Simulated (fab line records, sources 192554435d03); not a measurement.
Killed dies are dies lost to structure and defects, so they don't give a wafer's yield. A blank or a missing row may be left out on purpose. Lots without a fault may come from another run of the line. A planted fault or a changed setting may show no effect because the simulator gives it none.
Split-lot experiment | flow n5_finfet | 7 lots, 21 wafers read, on a route of 1938 steps

THE SPLIT
At N5_BEOL_M4_TRENCH_ETCH_37 (etches SiOC in C4F6/O2, target depth 55.555 nm, time 29.2 s), the setting time_s was moved away from the recipe's 29.2 s on 3 of the 21 wafers read, by -13.4% to +17.6%. The other wafers ran this setting at the recipe's value.

FROM THE SPLIT TO THE READING: what the file shows between them, 13 steps
- N5_BEOL_M4_ETCH_41: etches SiCN in CH3F/O2, target depth 29.9 nm, time 52.5 s
- N5_BEOL_M4_STRIP_97: strips in N2/H2, time 10 s
- N5_BEOL_M4_OCD_MEAS_38
- N5_BEOL_M4_HM_STRIP_39: strips TiN in peroxide tin strip, target depth 25 nm, time 158 s
- N5_BEOL_M4_SRD_40: time 30 s
- N5_BEOL_M4_ECD_50: material Cu, target thk 300 nm
- N5_BEOL_M4_ANNEAL_51: time 90 s
- N5_BEOL_M4_CMP_52: polishes, stops on SiOC, t overpolish 6.8 s, target thk 40 nm
- N5_BEOL_M4_THK_MEAS_53: measures by xrf
- N5_BEOL_M4_PRE_CLEAN_60: time 15 s
- N5_BEOL_M4_CO_CAP_55: material Co, precursor CCTBA/H2, target thk 2 nm, time 102.1 s
- N5_BEOL_M4_PRE_CLEAN_56: time 15 s
- N5_BEOL_M4_DEP_57: deposits SiCN from 3MS/NH3, target thk 8 nm, time 14 s

THE READING
M4_RS, in ohm/sq, at N5_BEOL_M4_RS_MEAS_58 (measures by four-point-probe). Fault-free wafers of this fab line usually give 0.68 ohm/sq, standard deviation 0.033 ohm/sq.

wafer  | tool, chamber at the split | time_s as run, s | against the recipe | M4_RS, ohm/sq | against lot-mates on the recipe
L075.1 | rie_diel-05, 0             | 29.2             | recipe             | 0.67          | -
L075.5 | rie_diel-05, 3             | 29.2             | recipe             | 0.71          | -
L075.6 | rie_diel-05, 2             | 29.2             | recipe             | 0.64          | -
L076.1 | rie_diel-02, 0             | 29.2             | recipe             | 0.62          | -
L076.3 | rie_diel-02, 3             | 29.2             | recipe             | 0.63          | -
L076.6 | rie_diel-02, 2             | 25.29            | -13.4%             | 0.82          | +0.19
L078.4 | rie_diel-06, 2             | 29.2             | recipe             | 0.65          | -
L078.5 | rie_diel-06, 0             | 31.87            | +9.1%              | 0.56          | -0.09
L078.6 | rie_diel-06, 1             | 29.2             | recipe             | 0.65          | -
L081.2 | rie_diel-05, 2             | 29.2             | recipe             | 0.71          | -
L081.4 | rie_diel-05, 3             | 29.2             | recipe             | 0.70          | -
L081.5 | rie_diel-05, 3             | 29.2             | recipe             | 0.71          | -
L085.1 | rie_diel-02, 2             | 29.2             | recipe             | 0.70          | -
L085.3 | rie_diel-02, 3             | 34.33            | +17.6%             | 0.52          | -0.17
L085.5 | rie_diel-02, 3             | 29.2             | recipe             | 0.67          | -
L090.1 | rie_diel-05, 3             | 29.2             | recipe             | 0.68          | -
L090.4 | rie_diel-05, 2             | 29.2             | recipe             | 0.67          | -
L090.5 | rie_diel-05, 0             | 29.2             | recipe             | 0.70          | -
L095.1 | rie_diel-05, 1             | 29.2             | recipe             | 0.64          | -
L095.2 | rie_diel-05, 2             | 29.2             | recipe             | 0.71          | -
L095.3 | rie_diel-05, 0             | 29.2             | recipe             | 0.71          | -

THE FIT
A straight line over all 21 wafers: M4_RS changes by -0.01 ohm/sq for each +1% of time_s; r = -0.87; the points scatter about the line by 0.031 ohm/sq.
The same after taking each lot's own level away (the mean of its wafers on the recipe; 21 wafers): -0.0112 ohm/sq for each +1%; r = -0.94; scatter 0.022 ohm/sq.
On that fit, the largest move of time_s shifts the reading by 0.2 ohm/sq.
The lots' own levels span 0.625 to 0.707 ohm/sq, that is 2.5 times the standard deviation above.
So the lot-to-lot level changes the slope: the two fits differ.
Check: with one of the wafers moved furthest among these (+17.6%) left out of the fit, the line predicts -0.226 ohm/sq for it against its lot-mates. It came out at -0.165 ohm/sq against them.

THE WHOLE CHAIN: every reading that the file lists as answering this split, in the file's order
step                      | what it does                                                  | reading                                                                      | change (the file's fit)               | r (the file's)
N5_BEOL_M4_TRENCH_ETCH_37 | etches SiOC in C4F6/O2, target depth 55.555 nm, time 29.2 s   | BEOL_M4.feature_depth_nm (the simulator's own value, which no gauge read)    | +0.568 nm for each +1% of the setting | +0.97
N5_BEOL_M4_TRENCH_ETCH_37 | etches SiOC in C4F6/O2, target depth 55.555 nm, time 29.2 s   | etch.depth_nm (the simulator's own value, which no gauge read)               | +0.573 nm for each +1% of the setting | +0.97
N5_BEOL_M4_OCD_MEAS_38    |                                                               | trench_depth_nm                                                              | +0.578 nm for each +1% of the setting | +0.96
N5_BEOL_M4_CMP_52         | polishes, stops on SiOC, t overpolish 6.8 s, target thk 40 nm | Cu_of_BEOL_M4_ECD_50.thk_nm (the simulator's own value, which no gauge read) | +0.571 nm for each +1% of the setting | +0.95
N5_BEOL_M4_THK_MEAS_53    | measures by xrf                                               | M4_THK                                                                       | +0.57 for each +1% of the setting     | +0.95
N5_BEOL_M4_RS_MEAS_58     | measures by four-point-probe                                  | M4_RS                                                                        | -0.0112 for each +1% of the setting   | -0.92

THE FILE'S OWN FIT
M4_RS changes by -0.0112 ohm/sq for each +1% of time_s, r = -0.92.
